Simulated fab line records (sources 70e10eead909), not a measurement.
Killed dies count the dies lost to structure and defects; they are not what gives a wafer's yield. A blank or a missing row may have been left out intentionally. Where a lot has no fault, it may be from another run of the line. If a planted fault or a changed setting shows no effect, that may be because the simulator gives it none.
fab line records -- flow nand-harc
[record] lots = 6, wafers = 18, last-day = 24
route steps=1159 shown A_CHANNEL_HOLE_D1@463 A_CHANNEL_FILL_D1@490 END@1159
lots untouched by any fault: they come from a run of this same line in which no faults occurred
start-h: hours from the record's opening day to when the first of the lot's shown wafers began -- wait-h: hours elapsed since this lot's preceding step -- " same as the row above -- L1.1+2: a single row standing in for several wafers -- - either no value or no given start -- * or withheld: withheld -- < > ~ a bound
route shown NAME@n: names a module that has steps shown in the file, with the first one's number in the route -- usual: mean/standard deviation of fault-free wafers -- same: alike in all rows -- chamber/n: place in a boat -- sites: readings site by site -- _std_site: standard deviation of those values -- _edge_site: the outer-site mean with the inner-site mean subtracted -- radius-mm: how far each site lies from the wafer's centre -- mask NAME#n: copy n -- behind: the tool/chamber that last shaped the wafer -- hold: why the lot went on hold/how many hours it stayed there/how the hold came to an end -- device: which transistor (n, p or np) failed to switch -- end of line: the same wafers' tests at the end of the route -- a step without rows: its recipe alone -- killed: count of dies lost to structure and defects at first sort (not the wafer's yield) -- map: dies across one wafer; x = killed, . = not, _ = none there
set.NAME: the setting as run; set.NAME@STEP: as run at that earlier step -- model.NAME: the simulator's own value behind a step, which no gauge read
a table for each step, a row for each wafer; lots at some steps of the route
services: a tool's chamber out of use, with start hour (start-h, from the record's first day; less than 0 if before it), hours out, and reason
[[steps]]
[step NHARC_A_CHANNEL_HOLE_D1_OVL_MEAS_11]
[usual] overlay-x-nm = 0.2/0.71, overlay-y-nm = 0.2/0.83
lot.wafer,tool,chamber,start-h,wait-h,overlay-x-nm,overlay-y-nm
L618.4,overlay-02,-,175.39,-,1.5,0.7
L618.5,overlay-02,-,175.39,-,1.0,1.6
L618.6,overlay-02,-,175.39,-,1.1,1.3
L620.4,overlay-02,-,182.61,-,1.0,1.6
L620.5,overlay-02,-,182.61,-,0.7,1.4
L620.6,overlay-02,-,182.61,-,0.7,0.9
L622.1,overlay-02,-,202.86,-,0.2,-0.1
L622.3,overlay-02,-,202.86,-,0.4,-0.5
L622.6,overlay-02,-,202.86,-,-0.3,0.1
L625.1,overlay-01,-,209.79,-,-0.5,1.5
L625.2,overlay-01,-,209.79,-,-0.4,1.5
L625.4,overlay-01,-,209.79,-,-1.1,1.6
L638.1,overlay-01,-,290.80,-,-1.0,0.6
L638.5,overlay-01,-,290.80,-,-1.2,0.9
L638.6,overlay-01,-,290.80,-,-1.3,0.5
L639.1,overlay-02,-,307.86,-,-0.7,-0.7
L639.2,overlay-02,-,307.86,-,-0.8,-1.1
L639.4,overlay-02,-,307.86,-,0.0,-0.5
[step NHARC_A_CHANNEL_HOLE_D1_INSPECT_12]
[usual] raw-defect-count = 5/3.1
lot.wafer,tool,chamber,start-h,wait-h,raw-defect-count
L618.4,defect-inspect-01,-,175.43,0.0,6
L618.5,defect-inspect-01,-,175.43,0.0,2
L618.6,defect-inspect-01,-,175.43,0.0,5
L620.4,defect-inspect-01,-,182.64,0.0,5
L620.5,defect-inspect-01,-,182.64,0.0,7
L620.6,defect-inspect-01,-,182.64,0.0,11
L622.1,defect-inspect-01,-,202.89,0.0,11
L622.3,defect-inspect-01,-,202.89,0.0,17
L622.6,defect-inspect-01,-,202.89,0.0,7
L625.1,defect-inspect-02,-,209.83,0.0,9
L625.2,defect-inspect-02,-,209.83,0.0,4
L625.4,defect-inspect-02,-,209.83,0.0,1
L638.1,defect-inspect-02,-,290.84,0.0,4
L638.5,defect-inspect-02,-,290.84,0.0,6
L638.6,defect-inspect-02,-,290.84,0.0,4
L639.1,defect-inspect-01,-,307.90,0.0,0
L639.2,defect-inspect-01,-,307.90,0.0,5
L639.4,defect-inspect-01,-,307.90,0.0,10
[step NHARC_A_CHANNEL_HOLE_D1_DESCUM_15]
[recipe] time-s = 3, o2-flow-sccm = 200, ar-flow-sccm = 0, bias-power-w = 0, chemistry = O2
[step NHARC_A_CHANNEL_HOLE_D1_ETCH_38]
[recipe] target-depth-a = 390, over-etch-frac = 0.3, time-s = 65, ion-energy-ev = 80, cf4-flow-sccm = 150, ar-flow-sccm = 0, rf-w = 300, bias-w = 100, chemistry = CF4
[usual] chamber-pressure-mTorr = 50.00/0.048, drypump-motor-current-A = 5.6/0.44, oes-product-au = 0.998/0.0098, rf-vpp-V = 151.5/1.1, showerhead-plenum-p-Torr = 1.79/0.069, throttle-valve-pct = 13.283/0.0084
lot.wafer,tool,chamber,start-h,wait-h,chamber-pressure-mTorr,drypump-motor-current-A,oes-product-au,rf-hours-counter-h,rf-vpp-V,showerhead-plenum-p-Torr,throttle-valve-pct
L618.4,rie-diel-09,0,175.59,0.1,49.93,5.7,1.000,5,150.0,1.69,13.261
L618.5,rie-diel-09,1,175.59,0.1,50.05,5.2,0.994,-,152.8,1.89,13.292
L618.6,rie-diel-09,2,175.59,0.1,50.09,5.7,1.017,-,151.0,1.73,13.280
L620.4,rie-diel-05,1,182.79,0.1,50.05,6.4,0.988,0,151.0,1.81,13.278
L620.6,rie-diel-05,0,182.79,0.1,49.97,6.0,0.994,-,150.9,1.83,13.283
L620.5,rie-diel-05,1,182.79,0.1,50.01,6.4,1.013,-,152.4,1.81,13.286
L622.1,rie-diel-09,3,203.05,0.1,49.99,5.4,0.986,5,151.3,1.85,13.281
L622.3,rie-diel-09,1,203.05,0.1,50.11,5.2,0.999,7,152.4,1.89,13.291
L622.6,rie-diel-09,1,203.05,0.1,49.99,5.2,1.002,-,152.3,1.89,13.273
L625.1,rie-diel-08,2,209.98,0.1,49.99,5.5,0.992,6,150.2,1.71,13.292
L625.4,rie-diel-08,3,209.98,0.1,49.95,5.4,0.999,6,151.6,1.77,13.294
L625.2,rie-diel-08,1,209.98,0.1,50.00,6.1,1.002,5,150.4,1.68,13.279
L638.1,rie-diel-09,1,291.01,0.1,50.00,5.2,0.992,3,153.8,1.89,13.287
L638.5,rie-diel-09,1,291.01,0.1,49.95,5.2,1.001,-,152.2,1.89,13.276
L638.6,rie-diel-09,2,291.01,0.1,49.94,5.7,1.015,-,151.4,1.73,13.282
L639.2,rie-diel-09,2,308.07,0.1,50.00,5.7,1.007,4,150.4,1.73,13.271
L639.1,rie-diel-09,3,308.07,0.1,50.00,5.5,0.976,4,151.9,1.85,13.282
L639.4,rie-diel-09,3,308.07,0.1,50.01,5.5,0.976,-,152.0,1.85,13.284
[step NHARC_A_CHANNEL_HOLE_D1_ETCH_39]
[recipe] target-depth-a = 2600, over-etch-frac = 0.3, time-s = 325, ion-energy-ev = 200, n2-flow-sccm = 150, h2-flow-sccm = 150, ar-flow-sccm = 0, rf-w = 400, bias-w = 150, chemistry = N2/H2
[step NHARC_A_CHANNEL_HOLE_D1_ETCH_34]
[recipe] target-depth-a = 1540, time-s = 77, cf4-flow-sccm = 100, chf3-flow-sccm = 30, ar-flow-sccm = 0, rf-w = 500, bias-w = 200, chemistry = CF4/CHF3
[step NHARC_A_CHANNEL_HOLE_D1_ETCH_16]
[recipe] target-depth-a = 31000, over-etch-frac = 0.3, time-s = 806, ion-energy-ev = 150, o2-flow-sccm = 400, cos-flow-sccm = 20, ar-flow-sccm = 0, rf-w = 500, bias-w = 300, chemistry = O2/COS
[usual] chamber-pressure-mTorr = 20.001/0.019, drypump-motor-current-A = 5.6/0.43, oes-product-au = 1.000/0.01, rf-vpp-V = 314.6/1.9, showerhead-plenum-p-Torr = 3.16/0.12, throttle-valve-pct = 28.331/0.01
lot.wafer,tool,chamber,start-h,wait-h,chamber-pressure-mTorr,drypump-motor-current-A,oes-product-au,rf-hours-counter-h,rf-vpp-V,showerhead-plenum-p-Torr,throttle-valve-pct
L618.4,rie-diel-09,0,-,-,19.988,5.7,1.001,6,311.3,2.99,28.339
L618.5,rie-diel-09,3,-,-,19.992,5.5,0.971,-,316.2,3.27,28.323
L618.6,rie-diel-09,0,-,-,19.990,5.7,1.007,-,313.3,2.99,28.328
L620.4,rie-diel-05,1,-,-,19.982,6.4,1.013,1,313.3,3.19,28.317
L620.5,rie-diel-05,0,-,-,20.007,6.1,0.997,-,316.5,3.24,28.335
L620.6,rie-diel-05,1,-,-,20.004,6.4,1.013,-,316.9,3.19,28.325
L622.1,rie-diel-09,1,-,-,20.023,5.2,1.005,7,315.7,3.34,28.333
L622.3,rie-diel-09,0,-,-,20.044,5.7,1.030,7,312.0,2.99,28.342
L622.6,rie-diel-09,1,-,-,20.033,5.2,0.992,-,318.3,3.35,28.341
L625.1,rie-diel-08,3,-,-,20.005,5.4,1.002,6,313.7,3.12,28.312
L625.2,rie-diel-08,0,-,-,20.000,5.6,0.998,6,312.5,2.97,28.322
L625.4,rie-diel-08,1,-,-,19.983,6.1,1.007,5,311.3,2.96,28.323
L638.1,rie-diel-09,1,-,-,19.984,5.2,1.000,3,318.0,3.34,28.358
L638.5,rie-diel-09,2,-,-,20.005,5.7,1.018,-,313.4,3.05,28.334
L638.6,rie-diel-09,3,-,-,19.988,5.5,0.997,-,314.9,3.27,28.321
L639.1,rie-diel-09,1,-,-,19.988,5.2,1.000,4,317.1,3.34,28.325
L639.2,rie-diel-09,2,-,-,19.962,5.7,1.019,4,312.9,3.05,28.325
L639.4,rie-diel-09,1,-,-,19.990,5.2,0.995,-,317.7,3.34,28.351
[step NHARC_A_CHANNEL_HOLE_D1_CD_MEAS_18]
[usual] cd-nm = 100.0/2.2
lot.wafer,tool,chamber,start-h,wait-h,cd-nm
L618.4,cd-sem-03,-,176.61,-,99.0
L618.5,cd-sem-03,-,176.61,-,100.7
L618.6,cd-sem-03,-,176.61,-,101.7
L620.4,cd-sem-03,-,183.82,-,96.9
L620.5,cd-sem-03,-,183.82,-,101.5
L620.6,cd-sem-03,-,183.82,-,98.6
L622.1,cd-sem-03,-,204.27,-,99.5
L622.3,cd-sem-03,-,204.27,-,101.4
L622.6,cd-sem-03,-,204.27,-,100.7
L625.1,cd-sem-02,-,211.01,-,98.1
L625.2,cd-sem-02,-,211.01,-,95.1
L625.4,cd-sem-02,-,211.01,-,99.8
L638.1,cd-sem-01,-,292.20,-,98.9
L638.5,cd-sem-01,-,292.20,-,98.6
L638.6,cd-sem-01,-,292.20,-,99.5
L639.1,cd-sem-01,-,309.27,-,104.7
L639.2,cd-sem-01,-,309.27,-,99.9
L639.4,cd-sem-01,-,309.27,-,102.5
[step NHARC_A_CHANNEL_HOLE_D1_ETCH_19]
[recipe] bias-v = 1200, source-w = 2500, pressure-mtorr = 15, time-s = 34.5, ar-flow-sccm = 375, c4f8-flow-sccm = 28.8, o2-flow-sccm = 96.2, temp-c = -20, target-depth-a = *, chemistry = C4F8/O2/Ar
[step NHARC_A_CHANNEL_HOLE_D1_ETCH_20]
[recipe] bias-v = 3000, source-w = withheld, pressure-mtorr = 20, time-s = 361.9, ar-flow-sccm = 375, c4f8-flow-sccm = 89.3, o2-flow-sccm = 35.7, temp-c = -20, target-depth-a = 16000, chemistry = C4F8/O2/Ar
[step NHARC_A_CHANNEL_HOLE_D1_ETCH_21]
[recipe] bias-v = 3000, source-w = withheld, pressure-mtorr = 20, time-s = 514.3, ar-flow-sccm = 375, c4f8-flow-sccm = 89.3, o2-flow-sccm = 35.7, temp-c = -20, target-depth-a = 16000, chemistry = C4F8/O2/Ar
[usual] chamber-pressure-mTorr = 20.001/0.019, drypump-motor-current-A = 5.9/0.47, showerhead-plenum-p-Torr = 3.76/0.073, throttle-valve-pct = 32.154/0.0091
lot.wafer,tool,chamber,start-h,wait-h,chamber-pressure-mTorr,drypump-motor-current-A,rf-hours-counter-h,showerhead-plenum-p-Torr,throttle-valve-pct
L618.4,har-etch-02,1,177.32,0.3,19.962,6.5,-,3.81,32.174
L618.6,har-etch-02,0,177.32,0.3,20.002,6.1,-,3.66,32.157
L618.5,har-etch-02,1,177.32,0.3,19.976,6.5,-,3.81,32.159
L620.4,har-etch-02,1,184.46,0.3,19.982,6.5,-,3.81,32.142
L620.6,har-etch-02,1,184.46,0.3,20.014,6.5,-,3.81,32.155
L620.5,har-etch-02,0,184.46,0.3,20.005,6.1,-,3.66,32.169
L622.1,har-etch-01,1,207.03,0.3,19.990,5.2,202,3.82,32.150
L622.3,har-etch-01,1,207.03,0.3,19.991,5.2,-,3.82,32.163
L622.6,har-etch-01,1,207.03,0.3,19.961,5.2,-,3.82,32.152
L625.1,har-etch-01,0,211.52,0.3,20.001,5.7,206,3.82,32.149
L625.2,har-etch-01,1,211.52,0.3,20.008,5.2,206,3.82,32.153
L625.4,har-etch-01,1,211.52,0.3,20.013,5.2,-,3.82,32.157
L638.1,har-etch-02,0,292.70,0.3,20.011,6.1,152,3.63,32.169
L638.5,har-etch-02,0,292.70,0.3,20.020,6.1,-,3.63,32.163
L638.6,har-etch-02,1,292.70,0.3,20.011,6.5,-,3.78,32.151
L639.2,har-etch-02,1,313.75,0.3,20.006,6.5,162,3.78,32.153
L639.1,har-etch-02,0,313.75,0.3,19.986,6.1,162,3.63,32.143
L639.4,har-etch-02,0,313.75,0.3,20.019,6.1,-,3.63,32.161
[step NHARC_A_CHANNEL_HOLE_D1_ETCH_22]
[recipe] bias-v = 3000, source-w = withheld, pressure-mtorr = 20, time-s = 666.7, ar-flow-sccm = 375, c4f8-flow-sccm = 89.3, o2-flow-sccm = 35.7, temp-c = -20, target-depth-a = 16000, chemistry = C4F8/O2/Ar
[step NHARC_A_CHANNEL_HOLE_D1_ETCH_23]
[recipe] bias-v = 5000, source-w = withheld, pressure-mtorr = 20, time-s = 819, ar-flow-sccm = 375, c4f8-flow-sccm = 89.3, o2-flow-sccm = 35.7, temp-c = -20, target-depth-a = 16000, chemistry = C4F8/O2/Ar
[usual] chamber-pressure-mTorr = 20.002/0.019, drypump-motor-current-A = 5.9/0.47, showerhead-plenum-p-Torr = 3.76/0.073, throttle-valve-pct = 32.156/0.0094
lot.wafer,tool,chamber,start-h,wait-h,chamber-pressure-mTorr,drypump-motor-current-A,rf-hours-counter-h,showerhead-plenum-p-Torr,throttle-valve-pct
L618.4,har-etch-02,1,178.45,0.5,19.986,6.5,-,3.81,32.144
L618.6,har-etch-02,0,178.45,0.5,19.994,6.1,-,3.66,32.153
L618.5,har-etch-02,1,178.45,0.5,20.005,6.5,-,3.81,32.141
L620.4,har-etch-02,1,185.54,0.5,20.008,6.5,-,3.81,32.151
L620.6,har-etch-02,1,185.54,0.5,19.995,6.5,-,3.81,32.162
L620.5,har-etch-02,0,185.54,0.5,20.015,6.1,-,3.66,32.161
L622.1,har-etch-01,1,208.07,0.5,20.029,5.2,203,3.82,32.152
L622.3,har-etch-01,1,208.07,0.5,19.991,5.2,-,3.82,32.173
L622.6,har-etch-01,1,208.07,0.5,20.036,5.3,-,3.82,32.156
L625.1,har-etch-01,0,212.53,0.5,20.010,5.6,207,3.82,32.157
L625.2,har-etch-01,1,212.53,0.5,19.957,5.2,207,3.82,32.168
L625.4,har-etch-01,1,212.53,0.5,20.006,5.2,-,3.82,32.150
L638.1,har-etch-02,0,293.72,0.5,20.034,6.1,153,3.63,32.162
L638.5,har-etch-02,0,293.72,0.5,20.000,6.1,-,3.63,32.169
L638.6,har-etch-02,1,293.72,0.5,19.983,6.5,-,3.78,32.160
L639.2,har-etch-02,1,314.76,0.5,20.001,6.5,163,3.77,32.175
L639.1,har-etch-02,0,314.76,0.5,20.023,6.1,163,3.63,32.170
L639.4,har-etch-02,0,314.76,0.5,20.017,6.1,-,3.63,32.150
[step NHARC_A_CHANNEL_HOLE_D1_ETCH_24]
[recipe] bias-v = 5000, source-w = withheld, pressure-mtorr = 20, time-s = 906.2, ar-flow-sccm = 375, c4f8-flow-sccm = 93.8, o2-flow-sccm = 31.2, temp-c = -20, target-depth-a = 15000, chemistry = C4F8/O2/Ar
[usual] chamber-pressure-mTorr = 20.001/0.018, drypump-motor-current-A = 6.0/0.47, showerhead-plenum-p-Torr = 3.75/0.073, throttle-valve-pct = 32.235/0.01
lot.wafer,tool,chamber,start-h,wait-h,chamber-pressure-mTorr,drypump-motor-current-A,rf-hours-counter-h,showerhead-plenum-p-Torr,throttle-valve-pct
L618.4,har-etch-02,1,179.18,0.6,20.028,6.5,-,3.80,32.239
L618.6,har-etch-02,0,179.18,0.6,20.021,6.1,-,3.66,32.233
L618.5,har-etch-02,1,179.18,0.6,20.013,6.5,-,3.80,32.226
L620.4,har-etch-02,1,186.26,0.6,19.982,6.5,-,3.80,32.250
L620.6,har-etch-02,1,186.26,0.6,20.002,6.5,-,3.80,32.243
L620.5,har-etch-02,0,186.26,0.6,20.007,6.1,-,3.66,32.228
L622.1,har-etch-01,1,208.77,0.6,20.016,5.2,204,3.81,32.235
L622.3,har-etch-01,1,208.77,0.6,19.963,5.2,-,3.81,32.223
L622.6,har-etch-01,1,208.77,0.6,19.998,5.2,-,3.81,32.237
L625.1,har-etch-01,0,213.22,0.6,19.983,5.7,208,3.81,32.246
L625.2,har-etch-01,1,213.22,0.6,20.008,5.2,208,3.81,32.258
L625.4,har-etch-01,1,213.22,0.6,19.996,5.2,-,3.81,32.234
L638.1,har-etch-02,0,294.41,0.6,19.999,6.1,154,3.63,32.222
L638.5,har-etch-02,0,294.41,0.6,20.015,6.1,-,3.63,32.243
L638.6,har-etch-02,1,294.41,0.6,20.006,6.5,-,3.77,32.234
L639.2,har-etch-02,1,315.46,0.6,19.965,6.5,163,3.77,32.219
L639.1,har-etch-02,0,315.46,0.6,19.978,6.1,163,3.62,32.230
L639.4,har-etch-02,0,315.46,0.6,19.995,6.1,-,3.62,32.214
[step NHARC_A_CHANNEL_HOLE_D1_ETCH_25]
[recipe] bias-v = 5000, source-w = withheld, pressure-mtorr = 20, time-s = 1040.2, ar-flow-sccm = 375, c4f8-flow-sccm = 93.8, o2-flow-sccm = 31.2, temp-c = -20, target-depth-a = 15000, chemistry = C4F8/O2/Ar
[step NHARC_A_CHANNEL_HOLE_D1_ETCH_26]
[recipe] bias-v = 300, source-w = 2000, pressure-mtorr = 30, time-s = 224.1, ar-flow-sccm = 375, c4f8-flow-sccm = 11.4, o2-flow-sccm = 113.6, temp-c = -20, target-depth-a = 3000, chemistry = C4F8/O2/Ar
[usual] bias-v = 299.9/2.8, chamber-pressure-mTorr = 29.998/0.028, drypump-motor-current-A = 6.0/0.47, showerhead-plenum-p-Torr = 3.80/0.077, throttle-valve-pct = 24.585/0.0096
lot.wafer,tool,chamber,start-h,wait-h,bias-v,chamber-pressure-mTorr,drypump-motor-current-A,rf-hours-counter-h,showerhead-plenum-p-Torr,throttle-valve-pct
L618.4,har-etch-02,1,180.54,0.4,304.4,29.969,6.5,-,3.86,24.569
L618.6,har-etch-02,0,180.54,0.4,299.3,29.942,6.1,-,3.70,24.570
L618.5,har-etch-02,1,180.54,0.4,300.5,30.006,6.5,-,3.86,24.598
L620.4,har-etch-02,1,187.72,0.5,296.4,29.985,6.5,-,3.86,24.580
L620.6,har-etch-02,1,187.72,0.5,295.7,30.018,6.5,-,3.86,24.587
L620.5,har-etch-02,0,187.72,0.5,298.1,29.969,6.1,-,3.70,24.588
L622.1,har-etch-01,1,210.34,0.6,294.8,29.969,5.3,206,3.87,24.566
L622.3,har-etch-01,1,210.34,0.6,299.4,29.994,5.2,-,3.87,24.596
L622.6,har-etch-01,1,210.34,0.6,295.6,29.984,5.3,-,3.87,24.593
L625.1,har-etch-01,0,214.87,0.7,298.3,29.999,5.7,210,3.87,24.577
L625.2,har-etch-01,1,214.87,0.7,298.5,30.041,5.2,210,3.87,24.601
L625.4,har-etch-01,1,214.87,0.7,303.1,29.958,5.2,-,3.87,24.598
L638.1,har-etch-02,0,296.05,0.7,303.3,29.997,6.1,155,3.68,24.593
L638.5,har-etch-02,0,296.05,0.7,297.0,30.066,6.1,-,3.68,24.573
L638.6,har-etch-02,1,296.05,0.7,302.5,29.958,6.5,-,3.83,24.592
L639.2,har-etch-02,1,317.11,0.7,300.8,29.998,6.5,165,3.82,24.588
L639.1,har-etch-02,0,317.11,0.7,297.3,29.999,6.1,165,3.67,24.597
L639.4,har-etch-02,0,317.11,0.7,299.5,29.987,6.1,-,3.67,24.565
[step NHARC_A_CHANNEL_HOLE_D1_ETCH_33]
[recipe] bias-v = 400, source-w = 2000, pressure-mtorr = 25, time-s = 90, ar-flow-sccm = 375, c4f8-flow-sccm = 41.7, o2-flow-sccm = 83.3, temp-c = -20, target-depth-a = 4000, chemistry = C4F8/O2/Ar
[step NHARC_A_CHANNEL_HOLE_D1_STRIP_41]
[recipe] n2-flow-sccm = 150, h2-flow-sccm = 150, ar-flow-sccm = 0, bias-w = 0, chemistry = N2/H2
[step NHARC_A_CHANNEL_HOLE_D1_STRIP_42]
[recipe] cf4-flow-sccm = 100, chf3-flow-sccm = 30, ar-flow-sccm = 0, bias-w = 0, chemistry = CF4/CHF3
[step NHARC_A_CHANNEL_HOLE_D1_STRIP_43]
[recipe] o2-flow-sccm = 400, cos-flow-sccm = 20, ar-flow-sccm = 0, bias-w = 0, chemistry = O2/COS
[step NHARC_A_CHANNEL_HOLE_D1_ETCH_44]
[recipe] target-depth-a = 1400, overetch-a = 140, time-s = 77, ion-energy-ev = 100, cf4-flow-sccm = 80, o2-flow-sccm = 20, ar-flow-sccm = 0, rf-w = 300, bias-w = 100, chemistry = CF4/O2
[step NHARC_A_CHANNEL_HOLE_D1_STRIP_27]
[recipe] o2-flow-sccm = 500, ar-flow-sccm = 0, bias-w = 0, chemistry = O2
[step NHARC_A_CHANNEL_HOLE_D1_PRECLEAN_28]
[recipe] time-s = *, temp-c = 50, bath-age-min = 0, chemistry = SC1
[step NHARC_A_CHANNEL_HOLE_D1_SRD_29]
[step NHARC_A_CHANNEL_HOLE_D1_CD_MEAS_30]
[usual] cd-nm = 90.0/1.3
lot.wafer,tool,chamber,start-h,wait-h,cd-nm
L618.4,cd-sem-03,-,182.19,-,90.1
L618.5,cd-sem-03,-,182.19,-,91.0
L618.6,cd-sem-03,-,182.19,-,91.2
L620.4,cd-sem-02,-,189.41,-,89.2
L620.5,cd-sem-02,-,189.41,-,89.0
L620.6,cd-sem-02,-,189.41,-,90.8
L622.1,cd-sem-03,-,212.21,-,91.0
L622.3,cd-sem-03,-,212.21,-,88.9
L622.6,cd-sem-03,-,212.21,-,89.9
L625.1,cd-sem-02,-,216.61,-,91.6
L625.2,cd-sem-02,-,216.61,-,90.0
L625.4,cd-sem-02,-,216.61,-,91.0
L638.1,cd-sem-02,-,297.95,-,90.5
L638.5,cd-sem-02,-,297.95,-,90.0
L638.6,cd-sem-02,-,297.95,-,90.5
L639.1,cd-sem-02,-,318.86,-,90.4
L639.2,cd-sem-02,-,318.86,-,92.0
L639.4,cd-sem-02,-,318.86,-,90.0
[step NHARC_A_CHANNEL_HOLE_D1_XSEM_31]
[recipe] landing-energy-ev = 35000
[step NHARC_A_CHANNEL_HOLE_D1_INSPECT_40]
[usual] raw-defect-count = 57/19
lot.wafer,tool,chamber,start-h,wait-h,raw-defect-count
L618.4,defect-inspect-02,-,182.37,-,39
L618.5,defect-inspect-02,-,182.37,-,61
L618.6,defect-inspect-02,-,182.37,-,45
L620.4,defect-inspect-01,-,189.59,-,60
L620.5,defect-inspect-01,-,189.59,-,63
L620.6,defect-inspect-01,-,189.59,-,61
L622.1,defect-inspect-01,-,212.42,-,57
L622.3,defect-inspect-01,-,212.42,-,69
L622.6,defect-inspect-01,-,212.42,-,78
L625.1,defect-inspect-02,-,216.80,-,121
L625.2,defect-inspect-02,-,216.80,-,91
L625.4,defect-inspect-02,-,216.80,-,105
L638.1,defect-inspect-02,-,298.13,-,783
L638.5,defect-inspect-02,-,298.13,-,807
L638.6,defect-inspect-02,-,298.13,-,52
L639.1,defect-inspect-01,-,319.05,-,949
L639.2,defect-inspect-01,-,319.05,-,68
L639.4,defect-inspect-01,-,319.05,-,894
[step NHARC_A_CHANNEL_FILL_D1_PRECLEAN_00]
[recipe] time-s = *, temp-c = 50, bath-age-min = 0, chemistry = SC1
[step NHARC_END_SORT_01]
[recipe] temp-c = 25
[usual] killed-at-array = 26/10, killed-at-other = 0.5/0.87, killed-at-periphery = 3.0/2.5, killed-dies = 29/11, killed-open = 3.3/1.9, killed-short = 1.8/1.5
[same] gross-dies = 677
lot.wafer,tool,chamber,start-h,wait-h,killed-at-array,killed-at-other,killed-at-periphery,killed-dies,killed-open,killed-short
L638.1,prober-02,0,557.88,2.5,60,1,4,65,3,3
L638.5,prober-02,0,561.05,3.7,66,0,0,66,2,1
L639.1,prober-01,0,574.35,2.5,69,1,5,75,1,0
L639.4,prober-01,0,576.79,3.4,74,2,4,80,1,1
// killed by level:class
L638.1 A_CHANNEL_HOLE_D1:unspecified=50 P_GATE:chamber-film-flake=3 A_CONTACT:chamber-film-flake=2 P_M2:geometric-particle:open=1 A_CHANNEL_FILL_D1:geometric-particle:short=1 A_WL_FILL:geometric-particle:open=1 A_M0:geometric-particle:open=1 A_M0:geometric-particle:short=1
L638.5 A_CHANNEL_HOLE_D1:unspecified=57 A_STAIRCASE:chamber-film-flake=3 A_CONTACT:chamber-film-flake=2 A_CHANNEL_FILL_D1:geometric-particle:open=1 A_WL_FILL:geometric-particle:open=1 A_M0:geometric-particle:short=1 A_CHANNEL_HOLE_D1:chamber-film-flake=1
L639.1 A_CHANNEL_HOLE_D1:unspecified=53 A_CONTACT:chamber-film-flake=7 P_M2:chamber-film-flake=4 A_CHANNEL_HOLE_D1:chamber-film-flake=3 A_STAIRCASE:chamber-film-flake=2 A_CONTACT:geometric-particle:open=1 P_GATE:chamber-film-flake=1 A_SLIT:chamber-film-flake=1
L639.4 A_CHANNEL_HOLE_D1:unspecified=56 A_CONTACT:chamber-film-flake=7 A_STAIRCASE:chamber-film-flake=5 P_M2:chamber-film-flake=3 A_CHANNEL_HOLE_D1:chamber-film-flake=3 THIN_TSV:chamber-film-flake=2 P_M0:geometric-particle:open=1 A_WL_FILL:geometric-particle:short=1
// map L638.5 (x killed, . not)
____________.____________
_________......._________
_______..........._______
______.............______
_____..............._____
____..............x..____
____.................____
___.................x.___
___...................___
__......x..............__
__.....................__
_.....................x._
_......................._
_......................._
_......................._
_......................._
........................x
.........................
.......................x.
.....x...................
....................x....
_......................._
_.xx...................._
_x.xxx.................._
_xxxxx.x................_
_xxxxxx................._
__xxxxxx...............__
__xxxxxxx..............__
___xxxxx..............___
___xxxxx..............___
____xxxxxx...........____
____xxxxx............____
_____xx.x..........._____
______xxx..........______
_______..........._______
_________......._________
____________.____________
// map L639.4 (x killed, . not)
____________.____________
_________......._________
_______..........._______
______.............______
_____x.........x...._____
____..............x..____
____x.............x..____
___...................___
___.................x.___
__.....................__
__.....................__
_......................._
_......................._
_......................._
_....x.................._
_..x.....x.........x...._
........x...............x
.........................
.........................
..x......................
x........................
_......................._
_...x..................._
_xxxxx..............x..._
_xxxxxxx................_
_xxxxxx............x...._
__xxxxx.x..............__
__xxxxxx.x.............__
___xxxxx..............___
___xxxxxx......x......___
____xxxx.............____
____xxxx.x.......x...____
_____xxx....x......._____
______xxx..........______
_______x........x._______
_________......._________
____________x____________
[[services]]
tool,chamber,start-h,hours,kind
rie-diel-09,0,159.62,-,clean
rie-diel-09,1,159.62,-,clean
rie-diel-09,2,159.62,-,clean
rie-diel-09,3,159.62,-,clean
rie-diel-05,-,163.64,9.0,pm
rie-diel-08,-,164.97,0.2,repair
rie-diel-08,-,173.37,0.3,repair
rie-diel-09,0,184.12,-,clean
rie-diel-09,1,184.12,-,clean
rie-diel-09,2,184.12,-,clean
rie-diel-09,3,184.12,-,clean
rie-diel-09,2,195.21,9.0,repair
rie-diel-09,0,208.77,-,clean
rie-diel-09,1,208.77,-,clean
rie-diel-09,3,213.82,6.6,repair
rie-diel-05,2,231.38,7.4,repair
rie-diel-08,0,235.06,4.1,repair
rie-diel-09,-,254.10,9.0,pm
rie-diel-05,2,272.31,3.2,repair
rie-diel-08,0,291.63,3.1,repair
rie-diel-09,3,298.58,5.0,repair
rie-diel-09,-,299.07,0.8,repair
rie-diel-08,-,302.07,9.0,pm
har-etch-01,-,305.00,17.0,pm
[[key]]
[first-sign] step = NHARC_A_CHANNEL_HOLE_D1_INSPECT_40, reading = raw-defect-count, direction = up, sigmas = 42, usual = 57, struck = 858
[effect] step = NHARC_END_SORT_01, reading = killed-at-array, direction = up, sigmas = 4.1, usual = 26, struck = 67
[more-kills-born-at] NHARC_A_CHANNEL_HOLE_D1_ETCH_23@har-etch-02 = 201
met-at NHARC_A_CHANNEL_HOLE_D1_ETCH_23
struck-wafers L638.1,L638.5,L639.1,L639.4
tester-left-out L638,L639
onset-between 185.54 293.72
[fault] kind = chamber-particle-source, tool = har-etch-02, chamber = 0, onset-h = 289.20, steps = NHARC_A_CHANNEL_HOLE_D1_ETCH_23, rate-per-visit-cm2 = 1.2174, end-h = 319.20
// tester-left-out: of these lots the tester's yield and bins aren't shown, on N5 and GAA mostly nor the transistor test; their killed dies are dies lost to structure and defects alone, not to doping, threshold or leakage, so they don't give the yield
